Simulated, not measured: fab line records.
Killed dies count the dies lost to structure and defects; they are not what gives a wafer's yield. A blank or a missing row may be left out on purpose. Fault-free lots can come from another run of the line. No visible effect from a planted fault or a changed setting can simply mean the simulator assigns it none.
Chamber matching | flow nandHarc | 4 sister chambers for NHARC_THIN_TSV_CMP_21 on cmp-02
The step polishes, t overpolish 30 s, target thk 2000 nm. 14 wafers are shown with their chamber, then 7 later ones without.

EACH WAFER AND ITS CHAMBER
wafer  | chamber | motorCurrentA (A) | overpolishRunS (s)
L505.1 | 3       | 13.1              | 29.992
L505.3 | 1       | 9.2               | 29.989
L505.4 | 0       | 12.0              | 29.989
L508.1 | 0       | 12.5              | 29.997
L508.4 | 1       | 9.4               | 29.995
L508.5 | 3       | 13.6              | 29.991
L509.1 | 2       | 11.1              | 30.019
L509.4 | 1       | 9.6               | 29.994
L509.6 | 1       | 8.8               | 30.001
L521.2 | 2       | 11.4              | 30.017
L521.4 | 3       | 13.0              | 30.010
L521.5 | 0       | 12.4              | 29.994
L524.1 | 2       | 10.9              | 29.993
L524.2 | 1       | 9.4               | 30.012

SIGNATURES (means of the wafers above)
reading        | chamber 0 | chamber 1 | chamber 2 | chamber 3 | scatter within a chamber
motorCurrentA  | 12.300    | 9.280     | 11.133    | 13.233    | 0.29
overpolishRunS | 29.99333  | 29.99820  | 30.00967  | 29.99767  | 0.00995
Rule: a wafer lies at a distance from a chamber equal to the root of the sum of squares, over the readings, of (its reading less the chamber's mean, divided by the reading's scatter). The wafer belongs to the nearest chamber; if the next one is less than 2 further off, it can't be placed. The scatter is the square root of a quotient: the sum, over the shown wafers, of each reading's squared deviation from its chamber's mean, divided by wafers minus chambers.

WAFERS WHOSE CHAMBER IS MISSING
wafer  | motorCurrentA (A) | overpolishRunS (s)
L524.4 | 13.2              | 29.990
L526.2 | 9.6               | 29.995
L526.4 | 13.1              | 30.009
L526.6 | 9.2               | 30.006
L527.2 | 9.6               | 29.993
L527.4 | 13.5              | 29.977
L527.6 | 14.1              | 29.997

THE CHAMBER EACH PASSED THROUGH
wafer  | from the rows above     | in truth
L524.4 | 3                       | 3
L526.2 | 1                       | 1
L526.4 | can't be placed: 3 or 0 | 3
L526.6 | 1                       | 1
L527.2 | 1                       | 1
L527.4 | 3                       | 3
L527.6 | 3                       | 3
Correctly placed: 6 of 7. Can't be placed from these rows: 1 (the true chamber is among the candidates in 1). Number placed wrongly: 0.
